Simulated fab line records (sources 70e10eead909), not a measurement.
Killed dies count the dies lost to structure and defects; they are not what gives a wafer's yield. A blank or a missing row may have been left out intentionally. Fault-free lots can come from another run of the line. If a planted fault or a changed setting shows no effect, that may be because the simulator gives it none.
Which tool did it? + flow nand_harc + 12 lots with 35 wafers sampled at 6 steps, on a route of 1302 steps

== WHAT THE GAUGES SHOWED, per wafer ==
NHARC_A_SGD_CUT_THK_MEAS_22: measures by ellipsometry. Usual: thk_nm at 148.7 nm, with a standard deviation of 1.3.
| lot  | measured     | on            | thk_nm (nm)       | flag |
|------|--------------|---------------|-------------------|------|
| L311 | day 19 02:59 | film_metro-02 | 149.8 148.7 150.2 |      |
| L313 | day 20 05:24 | film_metro-01 | 147.0 149.0 148.8 |      |
| L314 | day 20 05:24 | film_metro-02 | 146.5 150.3 146.2 |      |
| L317 | day 21 03:56 | film_metro-01 | 148.2 150.1 149.1 |      |
| L318 | day 22 06:10 | film_metro-02 | 148.1 151.9 149.2 |      |
| L316 | day 22 06:09 | film_metro-01 | 149.0 148.7 151.3 |      |
| L319 | day 23 01:30 | film_metro-01 | 148.6 147.6 147.2 |      |
| L326 | day 25 10:55 | film_metro-02 | 142.4 147.6       |      |
| L328 | day 26 05:18 | film_metro-01 | 147.6 149.4 143.7 |      |
| L332 | day 27 22:08 | film_metro-01 | 149.2 150.4 149.9 |      |
| L334 | day 28 06:34 | film_metro-02 | 149.9 152.0 149.3 |      |
| L333 | day 28 13:10 | film_metro-01 | 147.3 148.7 149.0 |      |

NHARC_END_SORT_01. Usual: killed_at_array 61, standard deviation 26; killed_at_other 0.8, standard deviation 1.1; killed_at_periphery 4.0, standard deviation 2.6; killed_dies 66, standard deviation 26; killed_open 3.1, standard deviation 1.7; killed_short 2.5, standard deviation 1.5.
| lot  | measured     | on        | killed_at_array | killed_at_other | killed_at_periphery | killed_dies | killed_open | killed_short | flag |
|------|--------------|-----------|-----------------|-----------------|---------------------|-------------|-------------|--------------|------|
| L317 | day 25 23:18 | prober-01 | 68 60 67        | 0 2 0           | 3 7 3               | 71 69 70    | 1 1 1       | 1 3 4        |      |
| L318 | day 27 02:58 | prober-01 | 95 116 99       | 0 0 0           | 10 5 8              | 105 121 107 | 0 6 3       | 3 2 3        |      |
| L316 | day 27 02:59 | prober-02 | 46 46 41        | 1 2 0           | 0 2 1               | 47 50 42    | 2 5 1       | 1 2 4        |      |

== WHICH TOOL RAN EACH LOT (tool, then ch and the chambers of the sampled wafers, then the start) ==
| lot  | NHARC_A_STAIRCASE_DEP_471       | NHARC_A_SGD_CUT_ETCH_58            | NHARC_A_SGD_CUT_ETCH_59                       | NHARC_A_SGD_CUT_DEP_20       |
|------|---------------------------------|------------------------------------|-----------------------------------------------|------------------------------|
| L311 | pecvd-02 ch 0,2, day 18 19:16   | rie_diel-05 ch 0,1, day 18 20:55   | rie_diel-05 ch 2,3, day 18 21:57 or earlier   | fcvd-02 ch 0,1, day 18 21:57 |
| L313 | pecvd-01 ch 0,1,2, day 19 21:38 | rie_diel-12 ch 0,2,3, day 19 23:19 | rie_diel-12 ch 0,1,3, day 20 00:21 or earlier | fcvd-01 ch 0,1, day 20 00:21 |
| L314 | pecvd-01 ch 0,1,2, day 19 21:51 | rie_diel-05 ch 0,1,2, day 19 23:34 | rie_diel-05 ch 1,2,3, day 20 00:35 or earlier | fcvd-01 ch 0,1, day 20 00:35 |
| L317 | pecvd-01 ch 0,1,2, day 20 20:28 | rie_diel-05 ch 0,2,3, day 20 22:01 | rie_diel-05 ch 0,1,2, day 20 23:03 or earlier | fcvd-02 ch 0,1, day 20 23:03 |
| L318 | pecvd-02 ch 1,2, day 21 22:26   | rie_diel-01 ch 1,2,3, day 22 00:06 | rie_diel-01 ch 1,2,3, day 22 01:07 or earlier | fcvd-02 ch 0,1, day 22 01:07 |
| L316 | pecvd-04 ch 0,2, day 21 22:59   | rie_diel-05 ch 1,2,3, day 22 00:40 | rie_diel-05 ch 1,2,3, day 22 01:55 or earlier | fcvd-01 ch 0, day 22 01:55   |
| L319 | pecvd-04 ch 1,2, day 22 17:43   | rie_diel-12 ch 0,2,3, day 22 19:24 | rie_diel-12 ch 0,3, day 22 20:28 or earlier   | fcvd-02 ch 0,1, day 22 20:28 |
| L326 | pecvd-02 ch 0, day 25 03:20     | rie_diel-12 ch 1, day 25 04:58     | rie_diel-12 ch 0, day 25 06:00 or earlier     | fcvd-02 ch 0,1, day 25 06:00 |
| L328 | pecvd-01 ch 0,1,2, day 25 21:46 | rie_diel-05 ch 0,1,3, day 25 23:31 | rie_diel-05 ch 0,1,3, day 26 00:33 or earlier | fcvd-02 ch 0,1, day 26 00:33 |
| L332 | pecvd-02 ch 0,2, day 27 13:05   | rie_diel-01 ch 0,1,3, day 27 14:55 | rie_diel-01 ch 0,2,3, day 27 15:56 or earlier | fcvd-01 ch 0,1, day 27 15:56 |
| L334 | pecvd-04 ch 0,2, day 27 22:40   | rie_diel-05 ch 0,2,3, day 28 00:17 | rie_diel-05 ch 0,1,2, day 28 01:21 or earlier | fcvd-02 ch 0,1, day 28 01:21 |
| L333 | pecvd-02 ch 0,1,2, day 28 05:10 | rie_diel-01 ch 0,1,2, day 28 06:55 | rie_diel-01 ch 0,1,3, day 28 07:56 or earlier | fcvd-02 ch 0, day 28 07:56   |
- NHARC_A_STAIRCASE_DEP_471: deposits SiO2, target thk 100 nm.
- NHARC_A_SGD_CUT_ETCH_58: etches the open film in CF4, target depth 39 nm, time 65 s.
- NHARC_A_SGD_CUT_ETCH_59: etches the open film in N2/H2, target depth 260 nm, time 406.25 s.
- NHARC_A_SGD_CUT_DEP_20: deposits SiO2, target thk 150 nm.

== AS READ BY THE TOOLS THEMSELVES (means over the sampled wafers that have a number; for cases with no such wafer, the mark the record gives instead) ==
NHARC_A_STAIRCASE_DEP_471. Usual: heater_power_w 578 W, standard deviation 110; throttle_valve_pct 15.8 %, standard deviation 0.7.
| lot  | tool     | heater_power_w (W) | throttle_valve_pct (%) | flag |
|------|----------|--------------------|------------------------|------|
| L311 | pecvd-02 | 490                | 15.8                   |      |
| L313 | pecvd-01 | 563                | 16.0                   |      |
| L314 | pecvd-01 | 571                | 15.9                   |      |
| L317 | pecvd-01 | 584                | 15.9                   |      |
| L318 | pecvd-02 | 510                | 15.2                   |      |
| L316 | pecvd-04 | 666                | 16.2                   |      |
| L319 | pecvd-04 | 560                | 15.5                   |      |
| L326 | pecvd-02 | 696                | 16.7                   |      |
| L328 | pecvd-01 | 582                | 15.6                   |      |
| L332 | pecvd-02 | 480                | 16.1                   |      |
| L334 | pecvd-04 | 637                | 16.5                   |      |
| L333 | pecvd-02 | 586                | 16.0                   |      |

NHARC_A_SGD_CUT_ETCH_58. Usual: drypump_motor_current_A 5.7 A, standard deviation 0.47; oes_product_au 1.002 a.u., standard deviation 0.013; rf_vpp_V 151.2 V, standard deviation 1.1; showerhead_plenum_p_Torr 1.76 Torr, standard deviation 0.067; throttle_valve_pct 13.284 %, standard deviation 0.0082.
| lot  | tool        | drypump_motor_current_A (A) | oes_product_au (a.u.) | rf_vpp_V (V) | showerhead_plenum_p_Torr (Torr) | throttle_valve_pct (%) | flag |
|------|-------------|-----------------------------|-----------------------|--------------|---------------------------------|------------------------|------|
| L311 | rie_diel-05 | 5.9                         | 0.998                 | 152.5        | 1.86                            | 13.278                 |      |
| L313 | rie_diel-12 | 5.4                         | 1.007                 | 150.8        | 1.70                            | 13.282                 |      |
| L314 | rie_diel-05 | 5.6                         | 0.997                 | 152.2        | 1.86                            | 13.281                 |      |
| L317 | rie_diel-05 | 5.5                         | 0.997                 | 152.0        | 1.82                            | 13.281                 |      |
| L318 | rie_diel-01 | 6.1                         | 0.994                 | 151.2        | 1.77                            | 13.280                 |      |
| L316 | rie_diel-05 | 5.3                         | 1.002                 | 152.3        | 1.83                            | 13.282                 |      |
| L319 | rie_diel-12 | 5.4                         | 1.012                 | 150.3        | 1.70                            | 13.275                 |      |
| L326 | rie_diel-12 | 5.3                         | 1.016                 | 150.4        | 1.71                            | 13.280                 |      |
| L328 | rie_diel-05 | 5.6                         | 0.991                 | 151.8        | 1.82                            | 13.287                 |      |
| L332 | rie_diel-01 | 6.1                         | 1.002                 | 151.8        | 1.77                            | 13.293                 |      |
| L334 | rie_diel-05 | 5.6                         | 0.999                 | 151.0        | 1.82                            | 13.283                 |      |
| L333 | rie_diel-01 | 6.3                         | 1.003                 | 150.9        | 1.74                            | 13.281                 |      |

NHARC_A_SGD_CUT_ETCH_59. Usual: drypump_motor_current_A 5.7 A, standard deviation 0.46; oes_product_au 1.002 a.u., standard deviation 0.013; rf_vpp_V 430.2 V, standard deviation 2.4; showerhead_plenum_p_Torr 2.03 Torr, standard deviation 0.085; throttle_valve_pct 14.170 %, standard deviation 0.0098.
| lot  | tool        | drypump_motor_current_A (A) | oes_product_au (a.u.) | rf_vpp_V (V) | showerhead_plenum_p_Torr (Torr) | throttle_valve_pct (%) | flag |
|------|-------------|-----------------------------|-----------------------|--------------|---------------------------------|------------------------|------|
| L311 | rie_diel-05 | 5.3                         | 0.998                 | 431.0        | 2.07                            | 14.171                 |      |
| L313 | rie_diel-12 | 5.4                         | 1.016                 | 427.1        | 1.93                            | 14.165                 |      |
| L314 | rie_diel-05 | 5.3                         | 0.998                 | 432.8        | 2.12                            | 14.175                 |      |
| L317 | rie_diel-05 | 5.6                         | 1.002                 | 433.9        | 2.16                            | 14.164                 |      |
| L318 | rie_diel-01 | 6.2                         | 0.986                 | 430.5        | 2.04                            | 14.179                 |      |
| L316 | rie_diel-05 | 5.3                         | 0.993                 | 432.3        | 2.12                            | 14.166                 |      |
| L319 | rie_diel-12 | 5.5                         | 1.014                 | 427.9        | 1.92                            | 14.157                 |      |
| L326 | rie_diel-12 | 5.3                         | 1.024                 | 426.5        | 1.90                            | 14.168                 |      |
| L328 | rie_diel-05 | 5.6                         | 0.984                 | 432.1        | 2.11                            | 14.169                 |      |
| L332 | rie_diel-01 | 6.0                         | 1.006                 | 429.7        | 2.01                            | 14.168                 |      |
| L334 | rie_diel-05 | 5.6                         | 0.981                 | 433.7        | 2.16                            | 14.179                 |      |
| L333 | rie_diel-01 | 6.1                         | 0.993                 | 431.1        | 2.04                            | 14.175                 |      |

== THE ANSWER, worked out from the rows above alone ==
Rule: a lot counts as off when the mean over its wafers that have a number is more than 3 standard deviations away from the usual mean. Also off: a lot with no number at a reading for which 4 or more lots have one. Where the step has rows for the other lots, those lots are counted as sound. The gauges are gone through in route order, then the tools' own readings, and for those a lot's mean is taken as printed above. At the first step where some lot is off, the reading lying furthest off is the one used; lots without a number count as furthest.
No lot is off on any of the readings shown, so nothing can be concluded from this.

== WHAT THE SIMULATOR HAD PUT IN ==
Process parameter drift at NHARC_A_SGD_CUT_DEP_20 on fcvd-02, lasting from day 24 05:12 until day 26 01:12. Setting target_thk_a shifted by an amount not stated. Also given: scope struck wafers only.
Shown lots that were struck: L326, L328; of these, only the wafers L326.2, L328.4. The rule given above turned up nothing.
